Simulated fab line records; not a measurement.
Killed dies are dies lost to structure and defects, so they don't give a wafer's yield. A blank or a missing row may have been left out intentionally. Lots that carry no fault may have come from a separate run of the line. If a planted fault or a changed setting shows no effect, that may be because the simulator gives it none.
fab line records -- flow nandHarc
[record] lots = 10, wafers = 30, lastDay = 33
route steps=1302 shown A_BLC@1122 A_M0@1144 END@1302
lots that met no fault: from a run of the same line without faults
startH: the number of hours between the record's first day and the start of the first shown wafer of the lot -- waitH: hours since the lot's step before -- " identical to the entry in the row above -- L1.1+2: several wafers, shown together as one row -- - no value, or no start was given -- * or withheld: withheld -- < > ~ a bound
route shown NAME@n: names a module that has steps shown in the file, with the first one's number in the route -- usual: mean/standard deviation taken from wafers without a fault -- same: alike in all rows -- chamber/n: place in a boat -- sites: each site's reading -- _std_site: their standard deviation -- _edge_site: inner sites' mean taken away from outer sites' mean -- radiusMm: for every site, how far away it sits from the centre of the wafer -- mask NAME#n: copy n -- behind: the last tool/chamber to shape the wafer -- hold: reason for holding the lot/hours on hold/outcome of the hold -- device: names the non-switching transistor (n, p or np) -- end of line: the same wafers' tests at the end of the route -- step lacking rows: just its recipe -- killed: at the first sort, the dies lost to defects and structure; wafer yield is something else -- map: per-die view of a wafer (x killed, . not killed, _ where there is no die)
set.NAME: the setting the step ran with; set.NAME@STEP: the setting that earlier step ran with -- model.NAME: the simulator's own value behind a step, which no gauge read
a sample of lots followed through the steps of the route, with each step as a table and each wafer as a row
services: when a tool's chamber went out of use (startH, in hours from the record's first day, below 0 if earlier), for how many hours, and the reason
[[steps]]
[step NHARC_A_BLC_ETCH_17]
[recipe] targetDepthA = 3900, overEtchFrac = 0.25, timeS = 609.38, ionEnergyEv = 200, n2FlowSccm = 150, h2FlowSccm = 150, arFlowSccm = 0, rfW = 400, biasW = 150, chemistry = N2/H2
[usual] drypumpMotorCurrentA = 5.4/0.39, mfcArSccm = 0.012/0.015, oesProductAu = 1.004/0.01, rfFwdPowerW = 399.4/1.2, rfVppV = 431.3/3, showerheadPlenumPTorr = 2.07/0.1, throttleValvePct = 14.172/0.0076
lot.wafer,tool,chamber,startH,waitH,drypumpMotorCurrentA,mfcArSccm,oesProductAu,rfFwdPowerW,rfHoursCounterH,rfVppV,showerheadPlenumPTorr,throttleValvePct
L536.4,rieDiel-02,2,-,-,5.2,0,1.021,400.3,10,431.1,2.09,14.184
L536.3,rieDiel-02,0,-,-,5.8,0.034,1.003,399.4,11,434.1,2.20,14.169
L536.5,rieDiel-02,2,-,-,5.2,0,1.010,399.5,-,429.8,2.09,14.187
L540.2,rieDiel-02,0,-,-,5.8,0.034,1.004,397.8,2,434.4,2.19,14.173
L540.1,rieDiel-02,2,-,-,5.2,0,1.007,398.6,2,431.7,2.08,14.171
L540.3,rieDiel-02,3,-,-,5.1,0,1.001,399.9,1,432.3,2.12,14.159
L539.2,rieDiel-02,0,-,-,5.8,0.034,1.012,398.1,2,433.2,2.19,14.169
L539.6,rieDiel-02,3,-,-,5.1,0,1.007,398.5,-,433.0,2.12,14.177
L539.4,rieDiel-02,2,-,-,5.2,0,1.010,400.3,-,430.4,2.08,14.172
L548.2,rieDiel-05,3,-,-,6.3,0.023,0.990,399.5,5,426.6,1.88,14.165
L548.3,rieDiel-05,1,-,-,6.3,0.004,0.989,400.3,6,430.2,2.05,14.166
L548.1,rieDiel-05,2,-,-,5.8,0.028,0.981,400.8,6,432.9,2.12,14.165
L549.4,rieDiel-02,0,-,-,5.8,0.034,1.003,400.5,8,433.5,2.19,14.163
L549.1,rieDiel-02,3,-,-,5.1,0,1.000,398.5,8,432.8,2.12,14.173
L549.5,rieDiel-02,0,-,-,5.8,0.034,1.004,400.9,-,435.3,2.19,14.189
L551.1,rieDiel-02,0,-,-,5.8,0.034,1.007,400.0,10,434.4,2.19,14.160
L551.6,rieDiel-02,2,-,-,5.2,0,1.004,399.3,-,431.1,2.08,14.171
L551.5,rieDiel-02,3,-,-,5.1,0,1.003,399.4,-,433.7,2.12,14.181
L552.1,rieDiel-02,0,-,-,5.8,0.034,1.008,400.0,11,435.2,2.19,14.179
L552.2,rieDiel-02,1,-,-,5.2,0,1.014,399.6,9,425.1,1.89,14.172
L552.5,rieDiel-02,3,-,-,5.1,0,1.004,400.0,-,431.9,2.12,14.169
L553.2,rieDiel-02,2,-,-,5.2,0,0.995,398.3,12,431.3,2.08,14.168
L553.1,rieDiel-02,3,-,-,5.1,0,1.013,401.0,12,432.5,2.12,14.171
L553.5,rieDiel-02,1,-,-,5.1,0,1.014,398.9,-,427.1,1.89,14.170
L556.1,rieDiel-02,2,-,-,5.2,0,1.009,399.5,12,431.9,2.08,14.171
L556.3,rieDiel-02,3,-,-,5.1,0,1.005,398.9,13,433.5,2.12,14.160
L556.6,rieDiel-02,3,-,-,5.1,0,1.008,399.4,-,433.6,2.12,14.171
L555.3,rieDiel-05,2,-,-,5.8,0.028,0.993,398.8,11,430.8,2.12,14.168
L555.5,rieDiel-05,3,-,-,6.3,0.023,0.984,398.6,-,425.4,1.88,14.171
L555.6,rieDiel-05,2,-,-,5.8,0.028,0.998,397.6,-,432.5,2.12,14.161
[step NHARC_A_M0_EXPOSE_06]
[recipe] na = 1.35, targetCdNm = 80, doseMj = 83.25, maskId = A_M0
[usual] exposureDoseMJCm2 = 83.26/0.078
lot.wafer,tool,chamber,startH,waitH,mask,exposureDoseMJCm2
L536.3,arfiScanner-02,0,550.67,-,A_M0#0,83.32
L536.4,arfiScanner-02,0,550.67,-,A_M0#0,83.33
L536.5,arfiScanner-02,0,550.67,-,A_M0#0,83.18
L540.1,arfiScanner-02,0,596.30,-,A_M0#0,83.33
L540.2,arfiScanner-02,0,596.30,-,A_M0#0,83.28
L540.3,arfiScanner-02,0,596.30,-,A_M0#0,83.28
L539.2,arfiScanner-02,0,598.66,-,A_M0#0,83.25
L539.4,arfiScanner-02,0,598.66,-,A_M0#0,83.28
L539.6,arfiScanner-02,0,598.66,-,A_M0#0,83.23
L548.1,arfiScanner-02,0,673.57,-,A_M0#0,74.44
L548.2,arfiScanner-02,0,673.57,-,A_M0#0,74.54
L548.3,arfiScanner-02,0,673.57,-,A_M0#0,74.51
L549.1,arfiScanner-02,0,677.52,-,A_M0#0,76.23
L549.4,arfiScanner-02,0,677.52,-,A_M0#0,76.31
L549.5,arfiScanner-02,0,677.52,-,A_M0#0,76.26
L551.1,arfiScanner-01,0,715.66,-,A_M0#0,83.26
L551.5,arfiScanner-01,0,715.66,-,A_M0#0,83.19
L551.6,arfiScanner-01,0,715.66,-,A_M0#0,83.26
L552.1,arfiScanner-03,0,725.16,-,A_M0#0,83.31
L552.2,arfiScanner-03,0,725.16,-,A_M0#0,83.33
L552.5,arfiScanner-03,0,725.16,-,A_M0#0,83.31
L553.1,arfiScanner-01,0,732.27,-,A_M0#0,83.27
L553.2,arfiScanner-01,0,732.27,-,A_M0#0,83.29
L553.5,arfiScanner-01,0,732.27,-,A_M0#0,83.35
L556.1,arfiScanner-01,0,742.96,-,A_M0#0,83.28
L556.3,arfiScanner-01,0,742.96,-,A_M0#0,83.24
L556.6,arfiScanner-01,0,742.96,-,A_M0#0,83.23
L555.3,arfiScanner-01,0,746.60,-,A_M0#0,83.30
L555.5,arfiScanner-01,0,746.60,-,A_M0#0,83.35
L555.6,arfiScanner-01,0,746.60,-,A_M0#0,83.38
[step NHARC_A_M0_CD_MEAS_09]
[recipe] targetCdNm = 80, landingEnergyEv = 500
[usual] cdNm = 80.1/0.68
lot.wafer,tool,chamber,startH,waitH,cdNm
L536.3,cdSem-01,0,550.80,-,79.9
L536.4,cdSem-01,0,550.80,-,79.8
L536.5,cdSem-01,0,550.80,-,80.7
L540.1,cdSem-02,0,596.44,-,79.4
L540.2,cdSem-02,0,596.44,-,80.3
L540.3,cdSem-02,0,596.44,-,79.4
L539.2,cdSem-02,0,598.80,-,80.8
L539.4,cdSem-02,0,598.80,-,80.5
L539.6,cdSem-02,0,598.80,-,79.1
L548.1,cdSem-03,0,673.71,-,72.9
L548.2,cdSem-03,0,673.71,-,72.6
L548.3,cdSem-03,0,673.71,-,72.5
L549.1,cdSem-02,0,677.66,-,73.2
L549.4,cdSem-02,0,677.66,-,73.7
L549.5,cdSem-02,0,677.66,-,73.6
L551.1,cdSem-01,0,715.80,-,80.2
L551.5,cdSem-01,0,715.80,-,79.1
L551.6,cdSem-01,0,715.80,-,80.2
L552.1,cdSem-03,0,725.30,-,79.6
L552.2,cdSem-03,0,725.30,-,78.7
L552.5,cdSem-03,0,725.30,-,78.5
L553.1,cdSem-03,0,732.41,-,80.0
L553.2,cdSem-03,0,732.41,-,79.7
L553.5,cdSem-03,0,732.41,-,80.6
L556.1,cdSem-02,0,743.10,-,80.4
L556.3,cdSem-02,0,743.10,-,81.0
L556.6,cdSem-02,0,743.10,-,80.1
L555.3,cdSem-01,0,746.73,-,80.4
L555.5,cdSem-01,0,746.73,-,79.1
L555.6,cdSem-01,0,746.73,-,79.7
[step NHARC_A_M0_DESCUM_14]
[recipe] timeS = 3, o2FlowSccm = 200, arFlowSccm = 0, biasPowerW = 0, chemistry = O2
[usual] drypumpMotorCurrentA = 5.4/0.47, mfcArSccm = 0.008/0.014, oesProductAu = 0.997/0.01, rfVppV = 57.9/0.93, showerheadPlenumPTorr = 1.94/0.088, throttleValvePct = 11.311/0.0087
lot.wafer,tool,chamber,startH,waitH,drypumpMotorCurrentA,mfcArSccm,oesProductAu,rfHoursCounterH,rfVppV,showerheadPlenumPTorr,throttleValvePct
L536.4,rieDiel-03,3,550.99,0.1,4.9,0,0.998,3.6,58.5,1.94,11.295
L536.3,rieDiel-03,1,550.99,0.1,5.1,0,1.009,4.5,58.2,1.86,11.318
L536.5,rieDiel-03,2,550.99,0.1,5.2,0.043,1.025,-,59.4,2.04,11.309
L540.1,rieDiel-12,2,596.64,0.1,5.8,0,0.993,6.3,57.8,1.85,11.295
L540.2,rieDiel-12,3,596.64,0.1,5.0,0.020,0.991,6.2,58.6,2.01,11.313
L540.3,rieDiel-12,0,596.64,0.1,6.0,0,0.997,6.1,58.4,1.98,11.294
L539.2,rieDiel-03,2,598.98,0.1,5.1,0.043,1.001,6.3,58.2,2.04,11.308
L539.4,rieDiel-03,3,598.98,0.1,4.9,0,0.985,6.7,59.0,1.94,11.299
L539.6,rieDiel-03,2,598.98,0.1,5.1,0.043,1.011,-,58.8,2.04,11.317
L548.2,rieDiel-03,2,673.90,0.1,5.1,0.043,1.010,0.6,59.3,2.04,11.328
L548.1,rieDiel-03,3,673.90,0.1,4.9,0,0.999,0.6,58.4,1.94,11.318
L548.3,rieDiel-03,0,673.90,0.1,5.1,0.008,1.009,1.1,59.4,2.01,11.310
L549.4,rieDiel-12,2,677.85,0.1,5.8,0,0.995,3.2,57.4,1.85,11.315
L549.1,rieDiel-12,1,677.85,0.1,6.3,0,0.999,3.0,58.8,2.03,11.324
L549.5,rieDiel-12,2,677.85,0.1,5.7,0,0.997,-,58.4,1.85,11.321
L551.1,rieDiel-12,1,715.99,0.1,6.2,0,0.994,4.2,58.0,2.03,11.316
L551.6,rieDiel-12,0,715.99,0.1,6.0,0,0.971,-,56.5,1.97,11.311
L551.5,rieDiel-12,1,715.99,0.1,6.3,0,0.999,-,59.1,2.03,11.309
L552.1,rieDiel-12,1,725.48,0.1,6.3,0,0.989,4.5,59.4,2.03,11.322
L552.2,rieDiel-12,3,725.48,0.1,5.0,0.020,0.986,4.9,57.3,2.01,11.306
L552.5,rieDiel-12,2,725.48,0.1,5.7,0,0.982,-,58.7,1.85,11.325
L553.2,rieDiel-12,3,732.62,0.1,5.0,0.020,1.003,5.4,56.8,2.01,11.314
L553.1,rieDiel-12,0,732.62,0.1,6.0,0,0.993,3.9,57.9,1.97,11.304
L553.5,rieDiel-12,1,732.62,0.1,6.3,0,1.008,-,57.3,2.03,11.309
L556.1,rieDiel-03,3,743.29,0.1,4.9,0,1.005,4.3,57.3,1.93,11.328
L556.3,rieDiel-03,1,743.29,0.1,5.1,0,1.004,6.0,57.3,1.86,11.306
L556.6,rieDiel-03,0,743.29,0.1,5.1,0.008,0.999,-,58.6,2.01,11.320
L555.3,rieDiel-06,1,746.92,0.1,5.5,0,0.983,3.0,58.1,1.77,11.319
L555.5,rieDiel-06,0,746.92,0.1,5.6,0,0.985,-,59.2,1.95,11.298
L555.6,rieDiel-06,1,746.92,0.1,5.5,0,0.978,-,55.8,1.77,11.320
[step NHARC_A_M0_STRIP_18]
[recipe] powerW = 1000, n2FlowSccm = 150, h2FlowSccm = 150, arFlowSccm = 0, biasW = 0, chemistry = N2/H2
[usual] drypumpMotorCurrentA = 5.5/0.49, mfcArSccm = 0.005/0.012, oesProductAu = 0.996/0.0099, rfFwdPowerW = 997/3.2, rfVppV = 90.5/1, showerheadPlenumPTorr = 2.03/0.11, throttleValvePct = 14.171/0.0096
lot.wafer,tool,chamber,startH,waitH,drypumpMotorCurrentA,mfcArSccm,oesProductAu,rfFwdPowerW,rfHoursCounterH,rfVppV,showerheadPlenumPTorr,throttleValvePct
L536.3,rieDiel-03,2,551.35,0.1,5.2,0.043,1.011,1004,4.0,91.6,2.18,14.180
L536.4,rieDiel-03,0,551.35,0.1,5.1,0.008,1.003,999,4.2,91.7,2.15,14.162
L536.5,rieDiel-03,3,551.35,0.1,4.9,0,0.997,995,-,89.7,2.07,14.179
L540.3,rieDiel-06,2,597.01,0.1,5.3,0,0.987,995,6.7,89.1,1.94,14.172
L540.2,rieDiel-06,3,597.01,0.1,6.6,0,1.018,999,5.8,89.6,1.90,14.180
L540.1,rieDiel-06,1,597.01,0.1,5.5,0,0.997,1001,5.0,90.9,1.89,14.158
L539.2,rieDiel-12,3,599.38,0.1,5.0,0.020,1.007,996,6.3,91.6,2.15,14.193
L539.4,rieDiel-12,0,599.38,0.1,6.0,0,0.995,995,6.2,90.5,2.11,14.173
L539.6,rieDiel-12,3,599.38,0.1,5.0,0.020,1.005,994,-,91.3,2.15,14.167
L548.3,rieDiel-12,2,674.27,0.1,5.7,0,0.996,996,3.1,89.3,1.97,14.171
L548.2,rieDiel-12,0,674.27,0.1,6.0,0,0.998,998,2.1,90.0,2.11,14.161
L548.1,rieDiel-12,1,674.27,0.1,6.3,0,1.002,998,2.9,91.8,2.17,14.179
L549.1,rieDiel-06,3,678.27,0.1,6.6,0,1.023,1003,0.1,90.4,1.90,14.164
L549.4,rieDiel-06,0,678.27,0.1,5.6,0,1.000,994,0.1,92.4,2.08,14.180
L549.5,rieDiel-06,2,678.27,0.1,5.3,0,0.990,992,-,90.7,1.94,14.187
L551.1,rieDiel-03,1,716.35,0.1,5.1,0,0.987,990,3.7,90.8,1.98,14.169
L551.6,rieDiel-03,1,716.35,0.1,5.1,0,0.995,991,-,92.0,1.98,14.176
L551.5,rieDiel-03,2,716.35,0.1,5.1,0.043,1.000,998,-,90.0,2.18,14.168
L552.1,rieDiel-06,1,725.88,0.1,5.5,0,0.984,999,2.2,89.5,1.89,14.170
L552.2,rieDiel-06,2,725.88,0.1,5.3,0,0.993,994,3.0,90.1,1.94,14.175
L552.5,rieDiel-06,1,725.88,0.1,5.5,0,0.980,995,-,88.8,1.89,14.161
L553.1,rieDiel-06,3,733.02,0.1,6.6,0,1.004,998,3.1,90.1,1.89,14.178
L553.2,rieDiel-06,0,733.02,0.1,5.6,0,0.997,996,2.3,91.1,2.08,14.169
L553.5,rieDiel-06,2,733.02,0.1,5.3,0,0.985,999,-,90.2,1.94,14.175
L556.1,rieDiel-12,1,743.71,0.1,6.3,0,1.001,997,5.4,90.9,2.17,14.171
L556.3,rieDiel-12,2,743.71,0.1,5.7,0,0.992,998,6.0,89.7,1.97,14.177
L556.6,rieDiel-12,3,743.71,0.1,5.0,0.020,0.997,997,-,91.0,2.14,14.161
L555.3,rieDiel-06,3,747.29,0.1,6.6,0,1.013,1001,4.2,89.8,1.89,14.170
L555.6,rieDiel-06,3,747.29,0.1,6.5,0,1.010,1001,-,89.5,1.89,14.176
L555.5,rieDiel-06,0,747.29,0.1,5.6,0,0.992,998,-,90.9,2.08,14.165
[step NHARC_END_SORT_01]
[recipe] tempC = 25
[usual] defectLimitedYield = 91.6/2.8, killedAtArray = 53/19, killedAtOther = 0.8/1.2, killedAtPeriphery = 3.7/2.3, killedDies = 57/19, killedOpen = 3.2/1.7, killedShort = 2.6/1.8, sort_bin_2_pct = 3.0/1.2, sort_bin_3_pct = 0.7/0.4, sort_bin_4_pct = 4.8/1.5, sortNPass = 620/19, sortRimYieldPct = 90/4.8, sortYieldPct = 91.6/2.8
[same] grossDies = 677, sort_bin_5_pct[%] = 0, sort_bin_6_pct[%] = 0, sort_bin_7_pct[%] = 0, sort_bin_8_pct[%] = 0, sortRimNGross = 106.00
lot.wafer,tool,chamber,startH,waitH,defectLimitedYield[%],killedAtArray,killedAtOther,killedAtPeriphery,killedDies,killedOpen,killedShort,sort_bin_2_pct[%],sort_bin_3_pct[%],sort_bin_4_pct[%],sortNPass,sortRimYieldPct[%],sortYieldPct[%]
L549.1,prober-01,0,716.64,2.5,91.4,54,1,3,58,4,2,3.1,1.2,4.3,619,89,91.4
L549.5,prober-01,0,719.85,3.7,90.1,63,0,4,67,3,5,4.3,0.4,5.2,610,93,90.1
L548.1,prober-02,0,716.74,2.5,88.9,75,0,0,75,2,4,3.1,1.3,6.6,602,85,88.9
L548.2,prober-02,0,717.56,2.9,86.9,84,0,5,89,3,0,4.9,1.5,6.8,588,86,86.9
L548.3,prober-02,0,718.38,3.2,86.9,85,1,3,89,4,3,5.6,1.0,6.5,588,82,86.9
L551.1,prober-01,0,761.56,2.5,90.7,60,0,3,63,3,3,3.8,0.7,4.7,614,88,90.7
L551.5,prober-01,0,764.75,3.7,91.7,53,0,3,56,2,3,2.4,1.2,4.7,621,83,91.7
L551.6,prober-01,0,765.54,4.0,90.0,66,0,2,68,5,2,3.1,1.0,5.9,609,95,90.0
L553.1,prober-01,0,779.21,2.5,92.2,45,1,7,53,7,3,2.7,0.3,4.9,624,85,92.2
L553.2,prober-01,0,779.99,2.8,89.1,63,5,6,74,8,0,3.5,1.0,6.4,603,97,89.1
L553.5,prober-01,0,782.33,3.6,91.1,55,1,4,60,3,1,2.7,0.7,5.5,617,92,91.1
// killed by level:class
L549.1 A_SLIT:chamberFilmFlake=22 A_CHANNEL_HOLE_D2:chamberFilmFlake=17 A_CONTACT:chamberFilmFlake=3 A_M0:chamberFilmFlake=2 P_CONTACT:geometricParticle:open=1 A_ONON_D1:geometricParticle:open=1 A_CHANNEL_FILL_D2:geometricParticle:open=1 A_WL_FILL:geometricParticle:short=1
L548.1 A_SLIT:chamberFilmFlake=27 A_CHANNEL_HOLE_D1:chamberFilmFlake=18 A_CHANNEL_HOLE_D2:chamberFilmFlake=16 A_STAIRCASE:chamberFilmFlake=3 A_CHANNEL_FILL_D1:geometricParticle:short=2 A_ONON_D1:geometricParticle:short=1 A_DECK1_JOINT:geometricParticle:open=1 A_M0:geometricParticle:short=1
L548.2 A_CHANNEL_HOLE_D1:chamberFilmFlake=33 A_SLIT:chamberFilmFlake=28 A_CHANNEL_HOLE_D2:chamberFilmFlake=16 P_STI:chamberFilmFlake=2 A_STAIRCASE:chamberFilmFlake=2 A_M0:areaExpose=2 P_CONTACT:geometricParticle:open=1 P_M2:geometricParticle:open=1
L548.3 A_SLIT:chamberFilmFlake=27 A_CHANNEL_HOLE_D1:chamberFilmFlake=21 A_CHANNEL_HOLE_D2:chamberFilmFlake=18 A_STAIRCASE:chamberFilmFlake=6 A_M0:areaExpose=4 A_M0:chamberFilmFlake=2 P_M2:geometricParticle:open=1 A_SOURCE_PLATE:geometricParticle:short=1
L549.5 A_SLIT:chamberFilmFlake=33 A_CHANNEL_HOLE_D2:chamberFilmFlake=11 A_SGD_CUT:geometricParticle:short=2 A_CHANNEL_HOLE_D1:chamberFilmFlake=2 A_DECK1_JOINT:chamberFilmFlake=2 A_CHANNEL_FILL_D2:chamberFilmFlake=2 A_STAIRCASE:chamberFilmFlake=2 A_CONTACT:chamberFilmFlake=2
L551.1 A_CHANNEL_HOLE_D1:chamberFilmFlake=30 A_CHANNEL_HOLE_D2:chamberFilmFlake=17 A_STAIRCASE:chamberFilmFlake=3 P_M2:chamberFilmFlake=2 P_CONTACT:geometricParticle:short=1 A_DECK1_JOINT:geometricParticle:short=1 A_ONON_D2:geometricParticle:short=1 A_CHANNEL_FILL_D2:geometricParticle:open=1
L551.5 A_CHANNEL_HOLE_D2:chamberFilmFlake=23 A_CHANNEL_HOLE_D1:chamberFilmFlake=17 P_M2:chamberFilmFlake=2 A_CONTACT:chamberFilmFlake=2 A_STAIRCASE:chamberFilmFlake=2 A_ONON_D1:geometricParticle:short=1 A_DECK1_JOINT:geometricParticle:open=1 A_WL_FILL:geometricParticle:short=1
L551.6 A_CHANNEL_HOLE_D1:chamberFilmFlake=28 A_CHANNEL_HOLE_D2:chamberFilmFlake=19 A_SLIT:chamberFilmFlake=5 A_CONTACT:chamberFilmFlake=3 A_DECK1_JOINT:geometricParticle:short=2 A_SGD_CUT:chamberFilmFlake=2 A_WL_FILL:chamberFilmFlake=2 P_M0:geometricParticle:open=1
L553.1 A_SLIT:chamberFilmFlake=22 A_CHANNEL_HOLE_D1:chamberFilmFlake=7 A_CHANNEL_HOLE_D2:chamberFilmFlake=5 P_GATE:chamberFilmFlake=3 A_CONTACT:chamberFilmFlake=2 P_STI:geometricParticle:open=1 P_GATE:geometricParticle:short=1 P_M0:geometricParticle:open=1
L553.2 A_SLIT:chamberFilmFlake=31 A_CONTACT:chamberFilmFlake=8 A_CHANNEL_HOLE_D2:chamberFilmFlake=7 A_CHANNEL_HOLE_D1:chamberFilmFlake=6 THIN_TSV:chamberFilmFlake=5 A_STAIRCASE:chamberFilmFlake=3 P_GATE:geometricParticle:open=2 A_BLC:geometricParticle:open=2
L553.5 A_SLIT:chamberFilmFlake=29 A_CHANNEL_HOLE_D1:chamberFilmFlake=7 A_CONTACT:chamberFilmFlake=7 A_CHANNEL_HOLE_D2:chamberFilmFlake=3 A_BLC:geometricParticle:open=2 P_GATE:chamberFilmFlake=2 P_CONTACT:chamberFilmFlake=2 A_STAIRCASE:chamberFilmFlake=2
[[services]]
tool,chamber,startH,hours,kind
rieDiel-06,-,539.51,0.7,repair
arfiScanner-03,-,540.00,4.0,pm
arfiScanner-01,-,550.30,4.5,repair
rieDiel-03,3,559.59,2.6,repair
rieDiel-02,-,570.91,9.0,pm
arfiScanner-03,-,575.18,2.8,repair
rieDiel-02,1,582.83,12.4,repair
rieDiel-05,-,583.66,9.0,pm
arfiScanner-01,-,596.00,4.0,pm
arfiScanner-01,-,611.50,5.8,repair
rieDiel-12,-,622.41,9.0,pm
rieDiel-03,1,623.99,6.2,repair
rieDiel-02,0,632.90,13.4,repair
rieDiel-06,0,636.23,3.5,repair
rieDiel-02,-,644.17,0.5,repair
rieDiel-12,0,646.58,5.1,repair
rieDiel-03,-,648.71,0.5,repair
arfiScanner-01,-,650.48,0.8,repair
arfiScanner-02,-,656.00,4.0,pm
rieDiel-03,-,657.35,9.0,pm
rieDiel-06,-,661.20,9.0,pm
arfiScanner-01,-,698.86,0.9,repair
rieDiel-03,2,699.97,1.4,repair
rieDiel-05,1,738.44,7.6,repair
[[key]]
[firstSign] step = NHARC_A_M0_EXPOSE_06, reading = exposureDoseMJCm2, direction = down, sigmas = 99+, usual = 83.26, struck = 75.38
[effect] step = NHARC_A_M0_CD_MEAS_09, reading = cdNm, direction = down, sigmas = 10, usual = 80.1, struck = 73.1, through = controlLoop
metAt NHARC_A_M0_EXPOSE_06
struckLots L548,L549
[loopTrim] step = NHARC_A_M0_EXPOSE_06, setting = dose, lots = L549
notActingAt NHARC_A_BLC_ETCH_17,NHARC_A_M0_DESCUM_14,NHARC_A_M0_STRIP_18
onsetBetween 598.66 673.57
[fault] kind = processParameterDrift, tool = arfiScanner-02, chamber = -, onsetH = 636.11, steps = NHARC_A_M0_EXPOSE_06, channel = doseMj, offset = -8.7283, shape = step, actsIn = theseRecipesOnly, stated = 83.25
// loopTrim: a control loop set the setting to another value than it would have without faults
